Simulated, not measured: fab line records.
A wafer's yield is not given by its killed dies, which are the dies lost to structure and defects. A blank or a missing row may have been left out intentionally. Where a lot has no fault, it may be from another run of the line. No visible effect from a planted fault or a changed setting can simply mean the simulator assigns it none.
Matching of chambers + flow n5-finfet + rie-diel-06 running N5_BEOL_M8_ETCH_66: 4 sister chambers
The step etches SOC in N2/H2, target depth 80 nm, overetch 16 nm, time 120 s. 18 wafers are shown with their chamber, then 9 later ones without.

## WAFERS, EACH WITH ITS CHAMBER
| wafer  | chamber | drypump-motor-current-A (A) | showerhead-plenum-p-Torr (Torr) | throttle-valve-pct (%) |
|--------|---------|-----------------------------|---------------------------------|------------------------|
| L076.1 | 2       | 6.3                         | 2.72                            | 17.55                  |
| L076.2 | 0       | 5.8                         | 2.64                            | 18.03                  |
| L076.5 | 2       | 6.3                         | 2.72                            | 17.55                  |
| L078.2 | 0       | 5.8                         | 2.64                            | 18.03                  |
| L078.3 | 2       | 6.3                         | 2.72                            | 17.55                  |
| L078.6 | 2       | 6.3                         | 2.72                            | 17.57                  |
| L081.1 | 0       | 5.8                         | 2.64                            | 18.05                  |
| L081.3 | 2       | 6.3                         | 2.71                            | 17.58                  |
| L081.6 | 1       | 5.4                         | 2.52                            | 18.24                  |
| L085.1 | 0       | 5.8                         | 2.63                            | 18.07                  |
| L085.2 | 3       | 5.2                         | 2.41                            | 17.67                  |
| L085.3 | 1       | 5.4                         | 2.51                            | 18.26                  |
| L090.3 | 0       | 5.8                         | 2.63                            | 18.05                  |
| L090.4 | 3       | 5.2                         | 2.41                            | 17.67                  |
| L090.5 | 1       | 5.4                         | 2.51                            | 18.27                  |
| L092.1 | 1       | 5.5                         | 2.51                            | 17.77                  |
| L092.2 | 2       | 6.3                         | 2.70                            | 17.60                  |
| L092.5 | 0       | 5.8                         | 2.63                            | 18.08                  |

SIGNATURES, as means of the wafers listed above
| reading                  | chamber 0 | chamber 1 | chamber 2 | chamber 3 | scatter within a chamber |
|--------------------------|-----------|-----------|-----------|-----------|--------------------------|
| drypump-motor-current-A  | 5.800     | 5.425     | 6.300     | 5.200     | 0.0231                   |
| showerhead-plenum-p-Torr | 2.6350    | 2.5125    | 2.7150    | 2.4100    | 0.00641                  |
| throttle-valve-pct       | 18.0517   | 18.1350   | 17.5667   | 17.6700   | 0.114                    |
Rule: for a wafer and a chamber, the distance is found by dividing, reading by reading, the gap between the wafer's reading and the chamber's mean by the reading's scatter, squaring, summing and taking the root. If the next closest chamber is less than 2 further off than the closest, the wafer can't be placed; otherwise it belongs to the closest. The scatter: the root of (the sum of the squares of (reading less its chamber's mean) over the shown wafers, divided by (wafers less chambers)).

## WAFERS MISSING THEIR CHAMBER
| wafer  | drypump-motor-current-A (A) | showerhead-plenum-p-Torr (Torr) | throttle-valve-pct (%) |
|--------|-----------------------------|---------------------------------|------------------------|
| L094.1 | 5.4                         | 2.51                            | 17.77                  |
| L094.2 | 6.3                         | 2.70                            | 17.64                  |
| L094.4 | 5.2                         | 2.41                            | 17.70                  |
| L093.1 | 6.3                         | 2.70                            | 17.61                  |
| L093.2 | 5.5                         | 2.51                            | 17.76                  |
| L093.5 | 5.8                         | 2.63                            | 18.09                  |
| L095.1 | 5.5                         | 2.51                            | 17.77                  |
| L095.3 | 5.2                         | 2.40                            | 17.70                  |
| L095.6 | 5.8                         | 2.63                            | 18.08                  |

## WHICH CHAMBER EACH ONE RAN IN
| wafer  | from the rows above | in truth |
|--------|---------------------|----------|
| L094.1 | 1                   | 1        |
| L094.2 | 2                   | 2        |
| L094.4 | 3                   | 3        |
| L093.1 | 2                   | 2        |
| L093.2 | 1                   | 1        |
| L093.5 | 0                   | 0        |
| L095.1 | 1                   | 1        |
| L095.3 | 3                   | 3        |
| L095.6 | 0                   | 0        |
9 of 9 placed correctly. Can't be placed from these rows: 0. 0 placed wrongly.
